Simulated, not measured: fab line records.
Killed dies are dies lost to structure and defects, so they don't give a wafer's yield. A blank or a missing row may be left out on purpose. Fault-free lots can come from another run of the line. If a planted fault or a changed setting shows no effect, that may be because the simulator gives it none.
A struck lot beside a sound one | flow n5-finfet | 36 out of 1938 route steps
Sound: these wafers, L759.1, L759.2, L759.3. Struck: wafer L743.6 (left out: L743.2, L743.3 of the same lot, which were not struck); the cause appears at the end.
Order at every step that has rows: each side's tool, ch and its chambers, its first start. Under that, the readings that differ: sound wafers | struck wafers | difference of the means | sigmas: that difference in standard deviations of wafers without a fault.
alike: readings whose means differ by less than 2 such deviations, and words and numbers that are the same on both sides. not compared: withheld readings, readings that some wafer has no value for, bounds like >300 that may hide the same value, and numbers for which the record gives no deviation and whose values overlap.
A row with sigmas, a row that says differs or no value, or rows on one side alone: a step with any of these is where the two part. Numbers that don't overlap but have no deviation are shown without sigmas and don't part them. A reading that every wafer of one side lacks parts them only if that side has two wafers or more.

first, 9 steps without rows for these wafers: N5_BEOL_M4_ANNEAL_95 (time 240 s); N5_BEOL_M4_SPUTTER_96 (material Cu, target thk 4.5 nm, time 8.29 s); N5_BEOL_M4_ECD_50 (material Cu, target thk 300 nm); N5_BEOL_M4_ANNEAL_51 (time 90 s); N5_BEOL_M4_CMP_52 (polishes, stops on SiOC, t overpolish 6.8 s, target thk 40 nm); N5_BEOL_M4_PRE_CLEAN_60 (time 15 s); N5_BEOL_M4_CO_CAP_55 (material Co, precursor CCTBA/H2, target thk 2 nm, time 102.1 s); N5_BEOL_M4_PRE_CLEAN_56 (time 15 s); N5_BEOL_M4_DEP_57 (deposits SiCN from 3MS/NH3, target thk 8 nm, time 14 s).
N5_BEOL_M4_RC_MEAS_101:
  sound on prober-01 ch 0, day 13 09:05; struck on prober-01 ch 0, day 9 03:05
  reading       | sound          | struck | difference | sigmas
  SS_N (mV/dec) | 71.3 72.8 71.8 | 70.1   | -1.9       | -3
  VT_N (mV)     | 250 242 252    | 255    | +7         | +2
  alike: DIBL_N, DIBL_P, IOFF_N, IOFF_P, ION_N, ION_P, SS_P, VT_P
then, 24 steps without rows for these wafers: N5_BEOL_M5_ILD_DEP_00 (deposits SiCOH lowk from DEMS/porogen, target thk 140.64 nm, time 25.9 s); N5_BEOL_M5_CURE_79 (cures SiCOH lowk, time 240 s); N5_BEOL_M5_PECVD_70 (deposits SiO2 from TEOS/O2, target thk 16 nm, time 18 s); N5_BEOL_M5_HM_DEP_02 (deposits TiN, target thk 20 nm); N5_BEOL_M5_COAT_59 (time 60 s, resist thk 60 nm); N5_BEOL_M5_COAT_60 (time 60 s, resist thk 12 nm); N5_BEOL_M5_COAT_71 (time 60 s, resist thk 5 nm); N5_BEOL_M5_COAT_05 (resist thk 30 nm); N5_BEOL_M5_EBR_07; N5_BEOL_M5_SOFTBAKE_06 (time 60 s); N5_BEOL_M5_EXPOSE_08 (exposes mask M5, target cd 28 nm); N5_BEOL_M5_PEB_09 (peb time 60 s); N5_BEOL_M5_DEVELOP_10 (develop time 30 s); N5_BEOL_M5_DESCUM_16 (chemistry O2, time 7 s); N5_BEOL_M5_ETCH_72 (etches underlayer in N2/H2, target depth 6.5 nm, time 5.2 s); N5_BEOL_M5_ETCH_61 (etches SiARC in CF4, target depth 15.6 nm, time 26 s); N5_BEOL_M5_ETCH_62 (etches SOC in N2/H2, target depth 75 nm, overetch 15 nm, time 112.5 s); N5_BEOL_M5_STRIP_63 (strips in N2/H2); N5_BEOL_M5_STRIP_73 (strips in N2/H2); N5_BEOL_M5_STRIP_64 (strips in CF4); N5_BEOL_M5_HM_OPEN_17 (chemistry Cl2/BCl3, target TiN, target depth 20 nm, overetch 6 nm); N5_BEOL_M5_STRIP_19 (strips in O2); N5_BEOL_M5_COAT_65 (time 60 s, resist thk 60 nm); N5_BEOL_M5_COAT_66 (time 60 s, resist thk 12 nm).
-- here the record skips 3 days between the struck wafers' starts before and after, leaving off in module BEOL_M5 and picking up in module BEOL_M11 (first step shown: number 1593 of the route) --
N5_BEOL_M11_SPUTTER_48: material Cu, target thk 12 nm, time 2 s.
  sound on pvd-sputter-03, day 16 06:31; struck on pvd-sputter-03, day 11 23:23
  alike: throttle-valve-pct
-- record jumps: 2 days separate the struck wafers' starts on either side; left off in module BEOL_M11, taken up again in module PASSIVATION, whose first shown step is the route's number 1936 --
N5_PASSIVATION_PROBE_49:
  sound on prober-02, day 18 03:12; struck on prober-02, day 14 04:25
  reading                  | sound          | struck | difference | sigmas
  defect-limited-yield (%) | 91.9 91.4 91.9 | 77.3   | -14.4      | -10
  killed_at_M4_up          | 9 8 15         | 151    | +140       | +26
  killed-dies              | 95 101 95      | 268    | +171       | +10
  killed-on-rim            | 12 7 13        | 42     | +31        | +7
  killed-open              | 58 63 61       | 94     | +33        | +3
  sort_bin_5_function (%)  | 4.2 5.3 4.6    | 14.3   | +9.6       | +10
  sort_bin_6_memory (%)    | 3.3 3.0 3.1    | 8.2    | +5.1       | +7
  sort-n-pass              | 1085 1079 1085 | 912    | -171       | -8
  sort-yield-pct (%)       | 91.9 91.4 91.9 | 77.3   | -14.4      | -8
  alike: killed_at_M0_to_M3, killed-at-contacts, killed-at-front-end, killed-at-other, killed-short

## WHERE THEY PART
First at N5_BEOL_M4_RC_MEAS_101; last, within this record, at N5_PASSIVATION_PROBE_49.

WHY: the cause the simulator had injected
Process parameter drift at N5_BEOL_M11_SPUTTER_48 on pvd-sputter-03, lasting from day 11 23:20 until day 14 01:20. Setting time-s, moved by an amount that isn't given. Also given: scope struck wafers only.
